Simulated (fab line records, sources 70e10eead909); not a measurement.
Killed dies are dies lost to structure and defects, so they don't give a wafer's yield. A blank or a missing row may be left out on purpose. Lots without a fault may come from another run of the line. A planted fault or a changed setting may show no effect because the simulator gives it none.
fab line records | flow nand_harc | part 1 of 2: steps 1 to 35 of 51
record lots=5 wafers=15 last_day=25
route steps=1159 shown P_ZERO_WELL@35 P_STI@69
lots that met no fault: from a run of the same line without faults
start_h: hours from the record's first day to the start of the lot's first wafer shown | wait_h: hours since the lot's step before | " the same as in the row above | L1.1+2: a row that stands for several wafers | - no value, or no start given | * or withheld: withheld | < > ~ a bound
route shown NAME@n: a module of which the file shows steps, and the number in the route of the first | usual: mean/standard deviation of fault-free wafers | same: alike in all rows | chamber/n: place in a boat | sites: the reading at each site | _std_site: their standard deviation | _edge_site: outer sites' mean less inner sites' | radius_mm: how far each site lies from the wafer's centre | mask NAME#n: copy n | behind: the tool/chamber that last shaped the wafer | hold: why the lot was held/for how many hours/how that ended | device: the transistor (n, p or np) that didn't switch | end of line: the same wafers' tests at the end of the route | a step without rows: its recipe alone | killed: dies lost to structure and defects at the first sort, not the wafer's yield | map: a wafer's dies, x killed, . not, _ none there
set.NAME: the setting as run; set.NAME@STEP: as run at that earlier step | model.NAME: the simulator's own value behind a step, which no gauge read
lots at some steps of the route; a table a step, a row a wafer
services: from which hour (start_h, from the record's first day; less than 0 if before it) a tool's chamber was out of use, for how many hours, and why
## steps
# step NHARC_P_ZERO_WELL_STRIP_28
# recipe time_s=840 temp_c=130 chemistry=SPM
# usual bath_guard_temp_C=130.1/0.41 temp_c=129.99/0.13
# columns lot.wafer tool chamber start_h wait_h bath_guard_temp_C temp_c
L078.3 wet_bench-02 3 39.36 0.1 130.1 129.93
L078.1 " 5 " " 130.2 129.89
L078.4 " 7 " " 129.9 130.04
L085.1 wet_bench-05 7 81.34 0.2 129.9 129.83
L085.6 " 0 " " 130.4 129.93
L085.5 " 1 " " 130.4 129.85
L087.5 wet_bench-01 0 93.22 0.1 129.7 130.26
L087.6 " 1 " " 130.4 129.87
L087.1 " 3 " " 129.6 130.09
L090.5 wet_bench-05 6 111.35 0.1 129.6 130.17
L090.2 " 0 " " 130.7 130.00
L090.6 " 2 " " 130.0 129.97
L095.3 wet_bench-01 5 141.52 0.1 130.3 129.87
L095.1 " 6 " " 130.6 129.87
L095.5 " 0 " " 129.2 129.88
# step NHARC_P_ZERO_WELL_DEHYDRATE_29
# recipe temp_c=150 time_s=120
# columns lot.wafer tool chamber start_h wait_h
L078.1+3+4 litho_track-07 0 39.69 -
L085.1+5+6 litho_track-03 0 81.68 -
L087.1+5+6 litho_track-03 0 93.54 -
L090.2+5+6 litho_track-03 0 111.68 -
L095.1+3+5 litho_track-03 0 141.84 -
# step NHARC_P_ZERO_WELL_HMDS_30
# recipe time_s=30
# columns lot.wafer tool chamber start_h wait_h
L078.1+3+4 litho_track-07 0 - -
L085.1+5+6 litho_track-03 0 - -
L087.1+5+6 litho_track-03 0 - -
L090.2+5+6 litho_track-03 0 - -
L095.1+3+5 litho_track-03 0 - -
# step NHARC_P_ZERO_WELL_COAT_31
# recipe spin_rpm=withheld
# columns lot.wafer tool chamber start_h wait_h
L078.1+3+4 litho_track-07 0 - -
L085.1+5+6 litho_track-03 0 - -
L087.1+5+6 litho_track-03 0 - -
L090.2+5+6 litho_track-03 0 - -
L095.1+3+5 litho_track-03 0 - -
# step NHARC_P_ZERO_WELL_SOFTBAKE_32
# recipe temp_c=122 time_s=95
# columns lot.wafer tool chamber start_h wait_h
L078.1+3+4 litho_track-07 0 - -
L085.1+5+6 litho_track-03 0 - -
L087.1+5+6 litho_track-03 0 - -
L090.2+5+6 litho_track-03 0 - -
L095.1+3+5 litho_track-03 0 - -
# step NHARC_P_ZERO_WELL_EBR_33
# columns lot.wafer tool chamber start_h wait_h
L078.1+3+4 litho_track-07 0 - -
L085.1+5+6 litho_track-03 0 - -
L087.1+5+6 litho_track-03 0 - -
L090.2+5+6 litho_track-03 0 - -
L095.1+3+5 litho_track-03 0 - -
# step NHARC_P_ZERO_WELL_EXPOSE_34
# recipe na=0.6 target_cd_nm=720 dose_mj=22.31 mask_id=P_PWELL
# columns lot.wafer tool chamber start_h wait_h mask
L078.1+3+4 krf_scanner-03 0 39.96 - P_PWELL#0
L085.1+5+6 krf_scanner-04 0 81.95 - P_PWELL#0
L087.1+5+6 krf_scanner-03 0 93.69 - P_PWELL#0
L090.2+5+6 krf_scanner-03 0 111.83 - P_PWELL#0
L095.1+3+5 krf_scanner-04 0 142.11 - P_PWELL#0
# step NHARC_P_ZERO_WELL_PEB_35
# recipe peb_temp_c=118 peb_time_s=85
# columns lot.wafer tool chamber start_h wait_h
L078.1+3+4 litho_track-07 0 40.04 0.1
L085.1+5+6 litho_track-05 0 82.01 0.1
L087.1+5+6 litho_track-05 0 93.75 0.1
L090.2+5+6 litho_track-03 0 111.89 0.1
L095.1+3+5 litho_track-07 0 142.18 0.1
# step NHARC_P_ZERO_WELL_DEVELOP_36
# recipe time_s=70
# columns lot.wafer tool chamber start_h wait_h
L078.1+3+4 litho_track-07 0 - -
L085.1+5+6 litho_track-05 0 - -
L087.1+5+6 litho_track-05 0 - -
L090.2+5+6 litho_track-03 0 - -
L095.1+3+5 litho_track-07 0 - -
# step NHARC_P_ZERO_WELL_CD_MEAS_37
# recipe target_cd_nm=720 landing_energy_ev=500
# usual cd_nm=721.0/2.2
# columns lot.wafer tool chamber start_h wait_h cd_nm
L078.1 cd_sem-03 0 40.13 - 718.1
L078.3 " 0 " " 719.1
L078.4 " 0 " " 722.5
L085.1 cd_sem-02 0 82.10 - 721.6
L085.5 " 0 " " 719.9
L085.6 " 0 " " 720.5
L087.1 cd_sem-03 0 93.84 - 720.4
L087.5 " 0 " " 720.5
L087.6 " 0 " " 715.9
L090.2 cd_sem-01 0 111.98 - 718.0
L090.5 " 0 " " 723.3
L090.6 " 0 " " 716.9
L095.1 cd_sem-03 0 142.27 - 722.1
L095.3 " 0 " " 723.6
L095.5 " 0 " " 722.0
# step NHARC_P_ZERO_WELL_HARDBAKE_38
# recipe temp_c=125 time_s=80
# columns lot.wafer tool chamber start_h wait_h
L078.1+3+4 litho_track-07 0 40.21 -
L085.1+5+6 litho_track-07 0 82.18 -
L087.1+5+6 litho_track-03 0 93.92 -
L090.2+5+6 litho_track-03 0 112.06 -
L095.1+3+5 litho_track-07 0 142.35 -
# step NHARC_P_ZERO_WELL_DESCUM_39
# recipe time_s=3 o2_flow_sccm=200 ar_flow_sccm=0 bias_power_w=0 chemistry=O2
# usual chamber_pressure_mTorr=60.00/0.056 drypump_motor_current_A=5.5/0.5 oes_product_au=1.005/0.01 rf_vpp_V=57.9/0.93 showerhead_plenum_p_Torr=1.92/0.1 throttle_valve_pct=11.311/0.008
# columns lot.wafer tool chamber start_h wait_h chamber_pressure_mTorr drypump_motor_current_A oes_product_au rf_hours_counter_h rf_vpp_V showerhead_plenum_p_Torr throttle_valve_pct
L078.4 rie_diel-12 2 40.29 - 60.05 5.4 1.011 0 57.9 2.07 11.314
L078.3 " 3 " " 60.05 6.0 0.996 0 56.2 1.79 11.312
L078.1 " 0 " " 59.82 6.4 0.981 0 58.5 2.06 11.312
L085.1 rie_diel-10 1 82.26 - 60.00 5.5 0.993 7 56.8 1.96 11.310
L085.6 " 1 " " 59.98 5.4 0.985 - 58.8 1.96 11.317
L085.5 " 2 " " 60.01 4.9 1.003 - 56.4 1.78 11.316
L087.1 rie_diel-10 1 94.04 - 60.01 5.4 1.014 8 57.6 1.96 11.319
L087.6 " 2 " " 60.06 4.9 0.996 - 56.3 1.78 11.308
L087.5 " 3 " " 59.94 6.0 1.010 - 57.5 1.90 11.310
L090.2 rie_diel-12 0 112.16 - 59.90 6.4 0.994 5 59.8 2.06 11.312
L090.6 " 2 " " 60.10 5.4 1.012 - 58.4 2.07 11.316
L090.5 " 3 " " 60.03 6.0 0.998 - 58.1 1.79 11.304
L095.1 rie_diel-10 3 142.43 - 59.93 6.0 1.020 9 59.9 1.90 11.315
L095.3 " 0 " " 60.02 5.3 1.000 10 57.6 1.79 11.320
L095.5 " 0 " " 60.05 5.3 0.999 - 59.5 1.79 11.315
# step NHARC_P_ZERO_WELL_IMPLANT_40
# recipe energy_kev=300 dose_cm2=1e+13 tilt_deg=7
# columns lot.wafer tool chamber start_h wait_h
L078.1+3+4 implanter-02 0 40.44 0.1
L085.1+5+6 implanter-01 0 82.42 0.1
L087.1+5+6 implanter-01 0 94.15 0.1
L090.2+5+6 implanter-02 0 112.32 0.1
L095.1+3+5 implanter-01 0 142.58 0.1
# step NHARC_P_ZERO_WELL_IMPLANT_59
# recipe energy_kev=120 dose_cm2=5e+12 tilt_deg=7
# columns lot.wafer tool chamber start_h wait_h
L078.1+3+4 implanter-02 0 40.62 0.1
L085.1+5+6 implanter-01 0 82.60 0.2
L087.1+5+6 implanter-01 0 94.33 0.1
L090.2+5+6 implanter-02 0 112.49 0.1
L095.1+3+5 implanter-01 0 142.75 0.1
# step NHARC_P_ZERO_WELL_IMPLANT_60
# recipe energy_kev=30 dose_cm2=2e+12 tilt_deg=7
# columns lot.wafer tool chamber start_h wait_h
L078.1+3+4 implanter-02 0 40.80 0.2
L085.1+5+6 implanter-01 0 82.78 0.1
L087.1+5+6 implanter-01 0 94.51 0.2
L090.2+5+6 implanter-02 0 112.68 0.2
L095.1+3+5 implanter-01 0 142.93 0.2
# step NHARC_P_ZERO_WELL_STRIP_41
# recipe time_s=840 temp_c=130 chemistry=SPM
# usual bath_guard_temp_C=130.2/0.37 temp_c=130.02/0.14
# columns lot.wafer tool chamber start_h wait_h bath_guard_temp_C temp_c
L078.4 wet_bench-05 0 41.01 0.1 130.6 129.88
L078.3 " 1 " " 130.5 129.85
L078.1 " 2 " " 130.3 129.85
L085.6 wet_bench-02 0 83.00 0.0 129.8 130.22
L085.5 " 3 " " 130.3 130.16
L085.1 " 4 " " 130.4 129.99
L087.5 wet_bench-05 3 94.73 0.1 130.1 129.95
L087.1 " 4 " " 129.6 130.12
L087.6 " 5 " " 130.5 129.95
L090.5 wet_bench-01 2 112.87 0.1 130.7 130.16
L090.6 " 3 " " 129.2 129.76
L090.2 " 6 " " 130.8 130.02
L095.5 wet_bench-05 7 143.15 0.1 129.6 130.11
L095.1 " 1 " " 130.5 129.93
L095.3 " 3 " " 129.8 129.83
# step NHARC_P_ZERO_WELL_DEHYDRATE_44
# recipe temp_c=150 time_s=120
# columns lot.wafer tool chamber start_h wait_h
L078.1+3+4 litho_track-07 0 41.35 -
L085.1+5+6 litho_track-07 0 83.32 -
L087.1+5+6 litho_track-03 0 95.06 -
L090.2+5+6 litho_track-05 0 113.19 -
L095.1+3+5 litho_track-05 0 143.48 -
# step NHARC_P_ZERO_WELL_HMDS_45
# recipe time_s=30
# columns lot.wafer tool chamber start_h wait_h
L078.1+3+4 litho_track-07 0 - -
L085.1+5+6 litho_track-07 0 - -
L087.1+5+6 litho_track-03 0 - -
L090.2+5+6 litho_track-05 0 - -
L095.1+3+5 litho_track-05 0 - -
# step NHARC_P_ZERO_WELL_COAT_46
# recipe spin_rpm=withheld
# columns lot.wafer tool chamber start_h wait_h
L078.1+3+4 litho_track-07 0 - -
L085.1+5+6 litho_track-07 0 - -
L087.1+5+6 litho_track-03 0 - -
L090.2+5+6 litho_track-05 0 - -
L095.1+3+5 litho_track-05 0 - -
# step NHARC_P_ZERO_WELL_SOFTBAKE_47
# recipe temp_c=122 time_s=95
# columns lot.wafer tool chamber start_h wait_h
L078.1+3+4 litho_track-07 0 - -
L085.1+5+6 litho_track-07 0 - -
L087.1+5+6 litho_track-03 0 - -
L090.2+5+6 litho_track-05 0 - -
L095.1+3+5 litho_track-05 0 - -
# step NHARC_P_ZERO_WELL_EBR_48
# columns lot.wafer tool chamber start_h wait_h
L078.1+3+4 litho_track-07 0 - -
L085.1+5+6 litho_track-07 0 - -
L087.1+5+6 litho_track-03 0 - -
L090.2+5+6 litho_track-05 0 - -
L095.1+3+5 litho_track-05 0 - -
# step NHARC_P_ZERO_WELL_EXPOSE_49
# recipe na=0.6 target_cd_nm=2000 dose_mj=22.64 mask_id=P_HVPW
# columns lot.wafer tool chamber start_h wait_h mask
L078.1+3+4 krf_scanner-03 0 41.62 - P_HVPW#0
L085.1+5+6 krf_scanner-03 0 83.48 - P_HVPW#0
L087.1+5+6 krf_scanner-04 0 95.21 - P_HVPW#0
L090.2+5+6 krf_scanner-01 0 113.47 - P_HVPW#0
L095.1+3+5 krf_scanner-04 0 143.75 - P_HVPW#0
# step NHARC_P_ZERO_WELL_PEB_50
# recipe peb_temp_c=118 peb_time_s=85
# columns lot.wafer tool chamber start_h wait_h
L078.1+3+4 litho_track-07 0 41.69 0.1
L085.1+5+6 litho_track-03 0 83.54 0.1
L087.1+5+6 litho_track-07 0 95.27 0.1
L090.2+5+6 litho_track-03 0 113.53 0.1
L095.1+3+5 litho_track-07 0 143.82 0.1
# step NHARC_P_ZERO_WELL_DEVELOP_51
# recipe time_s=70
# columns lot.wafer tool chamber start_h wait_h
L078.1+3+4 litho_track-07 0 - -
L085.1+5+6 litho_track-03 0 - -
L087.1+5+6 litho_track-07 0 - -
L090.2+5+6 litho_track-03 0 - -
L095.1+3+5 litho_track-07 0 - -
# step NHARC_P_ZERO_WELL_CD_MEAS_52
# recipe target_cd_nm=2000 landing_energy_ev=500
# usual cd_nm=2000.8/1.8
# columns lot.wafer tool chamber start_h wait_h cd_nm
L078.1 cd_sem-03 0 41.78 - 2001.5
L078.3 " 0 " " 1999.2
L078.4 " 0 " " 2000.1
L085.1 cd_sem-03 0 83.63 - 1997.7
L085.5 " 0 " " 1998.4
L085.6 " 0 " " 1999.2
L087.1 cd_sem-02 0 95.36 - 2002.4
L087.5 " 0 " " 2001.6
L087.6 " 0 " " 2000.5
L090.2 cd_sem-01 0 113.62 - 1999.6
L090.5 " 0 " " 1999.5
L090.6 " 0 " " 2000.4
L095.1 cd_sem-03 0 143.91 - 1999.5
L095.3 " 0 " " 2001.7
L095.5 " 0 " " 1999.8
# step NHARC_P_ZERO_WELL_HARDBAKE_53
# recipe temp_c=125 time_s=80
# columns lot.wafer tool chamber start_h wait_h
L078.1+3+4 litho_track-05 0 41.86 -
L085.1+5+6 litho_track-07 0 83.71 -
L087.1+5+6 litho_track-03 0 95.44 -
L090.2+5+6 litho_track-05 0 113.70 -
L095.1+3+5 litho_track-03 0 143.99 -
# step NHARC_P_ZERO_WELL_DESCUM_54
# recipe time_s=3 o2_flow_sccm=200 ar_flow_sccm=0 bias_power_w=0 chemistry=O2
# usual chamber_pressure_mTorr=60.00/0.058 drypump_motor_current_A=5.6/0.53 oes_product_au=1.003/0.012 rf_vpp_V=57.9/0.91 showerhead_plenum_p_Torr=1.95/0.11 throttle_valve_pct=11.312/0.0085
# columns lot.wafer tool chamber start_h wait_h chamber_pressure_mTorr drypump_motor_current_A oes_product_au rf_hours_counter_h rf_vpp_V showerhead_plenum_p_Torr throttle_valve_pct
L078.1 rie_diel-10 2 41.95 - 59.95 4.9 1.011 3.0 57.5 1.78 11.293
L078.4 " 3 " " 60.11 6.0 1.020 3.1 58.6 1.90 11.319
L078.3 " 0 " " 60.01 5.3 1.005 2.4 58.1 1.79 11.303
L085.1 rie_diel-10 0 83.83 - 59.96 5.2 1.007 6.2 58.4 1.79 11.309
L085.6 " 1 " " 59.94 5.4 0.998 - 57.9 1.96 11.290
L085.5 " 2 " " 59.95 4.9 1.007 - 58.3 1.78 11.316
L087.1 rie_diel-08 1 95.56 - 59.96 5.7 1.012 8.8 58.3 1.97 11.310
L087.5 " 2 " " 60.10 6.4 0.997 - 57.9 1.99 11.296
L087.6 " 3 " " 60.02 5.3 1.000 - 57.9 2.05 11.322
L090.2 rie_diel-08 3 113.78 - 59.96 5.3 1.017 10.8 58.8 2.05 11.317
L090.6 " 3 " " 59.87 5.3 1.004 - 58.5 2.05 11.301
L090.5 " 0 " " 60.03 4.8 1.011 - 58.6 2.04 11.315
L095.3 rie_diel-08 0 144.08 - 59.97 4.8 1.008 1.3 58.9 2.04 11.312
L095.1 " 1 " " 60.04 5.7 1.017 1.3 57.7 1.97 11.332
L095.5 " 0 " " 60.07 4.8 1.004 - 59.4 2.04 11.309
# step NHARC_P_ZERO_WELL_IMPLANT_55
# recipe energy_kev=180 dose_cm2=8e+11 tilt_deg=7
# columns lot.wafer tool chamber start_h wait_h
L078.1+3+4 implanter-01 0 42.09 0.1
L085.1+5+6 implanter-01 0 83.94 0.1
L087.1+5+6 implanter-01 0 95.67 0.1
L090.2+5+6 implanter-01 0 113.95 0.2
L095.1+3+5 implanter-01 0 144.23 0.1
# step NHARC_P_ZERO_WELL_IMPLANT_61
# recipe energy_kev=30 dose_cm2=5e+11 tilt_deg=7
# columns lot.wafer tool chamber start_h wait_h
L078.1+3+4 implanter-01 0 42.27 0.2
L085.1+5+6 implanter-01 0 84.12 0.1
L087.1+5+6 implanter-01 0 95.85 0.2
L090.2+5+6 implanter-01 0 114.14 0.2
L095.1+3+5 implanter-01 0 144.41 0.2
# step NHARC_P_ZERO_WELL_STRIP_56
# recipe time_s=840 temp_c=130 chemistry=SPM
# usual bath_guard_temp_C=130.1/0.43 temp_c=130.00/0.14
# columns lot.wafer tool chamber start_h wait_h bath_guard_temp_C temp_c
L078.1 wet_bench-02 4 42.53 0.2 130.5 129.94
L078.4 " 5 " " 130.7 129.94
L078.3 " 6 " " 130.0 129.95
L085.6 wet_bench-05 1 84.33 0.0 130.3 129.99
L085.5 " 2 " " 130.6 130.02
L085.1 " 5 " " 131.1 129.75
L087.6 wet_bench-02 1 96.06 0.0 130.3 130.16
L087.5 " 4 " " 130.2 130.09
L087.1 " 6 " " 130.6 129.91
L090.6 wet_bench-01 2 114.32 0.0 130.8 129.85
L090.5 " 4 " " 129.6 129.90
L090.2 " 6 " " 130.5 129.97
L095.1 wet_bench-02 3 144.63 0.2 130.5 129.92
L095.5 " 4 " " 130.3 130.05
L095.3 " 6 " " 129.9 130.18
# step NHARC_P_ZERO_WELL_PRECLEAN_68
# recipe time_s=60 temp_c=50 bath_age_min=0 chemistry=SC1
# usual bath_guard_temp_C=50.1/0.42 sc1_h2o2_end_mol_l=0.3698/0.00065 temp_c=50.00/0.12
# columns lot.wafer tool chamber start_h wait_h bath_guard_temp_C sc1_h2o2_end_mol_l temp_c
L078.1 wet_bench-02 4 - - 50.0 0.3690 49.91
L078.4 " 5 " " 50.1 0.3709 50.12
L078.3 " 6 " " 50.4 0.3701 49.83
L085.6 wet_bench-05 1 - - 50.6 0.3695 50.16
L085.5 " 2 " " 50.2 0.3705 49.90
L085.1 " 5 " " 50.8 0.3692 49.95
L087.6 wet_bench-02 1 - - 50.6 0.3700 50.06
L087.5 " 4 " " 50.0 0.3700 50.05
L087.1 " 6 " " 51.0 0.3690 49.86
L090.6 wet_bench-01 2 - - 50.9 0.3711 50.06
L090.5 " 4 " " 49.7 0.3693 50.03
L090.2 " 6 " " 50.4 0.3705 49.85
L095.1 wet_bench-02 3 - - 50.5 0.3695 50.25
L095.5 " 4 " " 50.2 0.3698 50.04
L095.3 " 6 " " 50.4 0.3692 49.95
# step NHARC_P_ZERO_WELL_SRD_69
# columns lot.wafer tool chamber start_h wait_h
L078.1+4+3 wet_bench-02 4,5,6 - -
L085.6+5+1 wet_bench-05 1,2,5 - -
L087.6+5+1 wet_bench-02 1,4,6 - -
L090.6+5+2 wet_bench-01 2,4,6 - -
L095.1+5+3 wet_bench-02 3,4,6 - -
# step NHARC_P_ZERO_WELL_RTA_42
# recipe temp_c=1100 time_s=300
# usual lamp_power_pct=39.5/1.7 lamp_zone_1_pct=39.5/1.7 wafer_temp_C_max=1105.1/1.5
# columns lot.wafer tool chamber start_h wait_h lamp_power_pct lamp_zone_1_pct wafer_temp_C_max
L078.1 rtp_anneal-01 0 42.94 - 41.3 41.2 1105.5
L078.3 " 0 " " 41.3 41.3 1107.0
L078.4 " 0 " " 41.2 41.2 1105.4
L085.1 rtp_anneal-01 0 84.78 - 41.2 41.1 1105.6
L085.5 " 0 " " 41.2 41.1 1105.6
L085.6 " 0 " " 41.3 41.2 1109.3
L087.1 rtp_anneal-02 0 96.50 - 37.8 37.8 1103.8
L087.5 " 0 " " 37.7 37.8 1106.0
L087.6 " 0 " " 37.8 37.9 1104.9
L090.2 rtp_anneal-02 0 114.86 - 37.6 37.7 1104.0
L090.5 " 0 " " 37.7 37.7 1103.0
L090.6 " 0 " " 37.6 37.7 1103.9
L095.1 rtp_anneal-02 0 145.06 - 37.7 37.7 1103.9
L095.3 " 0 " " 37.8 37.7 1102.6
L095.5 " 0 " " 37.8 37.8 1103.4
# step NHARC_P_ZERO_WELL_INSPECT_43
# usual raw_defect_count=11/5.3
# columns lot.wafer tool chamber start_h wait_h raw_defect_count
L078.1 defect_inspect-02 - 43.63 0.6 16
L078.3 " - " " 12
L078.4 " - " " 12
L085.1 defect_inspect-01 - 85.45 0.6 5
L085.5 " - " " 10
L085.6 " - " " 9
L087.1 defect_inspect-02 - 97.18 0.6 5
L087.5 " - " " 6
L087.6 " - " " 10
L090.2 defect_inspect-02 - 115.42 0.5 23
L090.5 " - " " 8
L090.6 " - " " 9
L095.1 defect_inspect-01 - 145.74 0.6 13
L095.3 " - " " 22
L095.5 " - " " 6
# step NHARC_P_STI_ETCH_26
# recipe target_depth_a=110 chemistry=dHF material=SiO2
# columns lot.wafer tool chamber start_h wait_h
L078.4+3+1 wet_bench-06 3,5,6 43.71 0.1
L085.1+5+6 wet_bench-04 2,4,5 85.53 0.1
L087.6+5+1 wet_bench-04 5,7,0 97.23 0.0
L090.6+2+5 wet_bench-04 7,0,1 115.48 0.1
L095.1+3+5 wet_bench-09 3,5,7 145.79 0.1
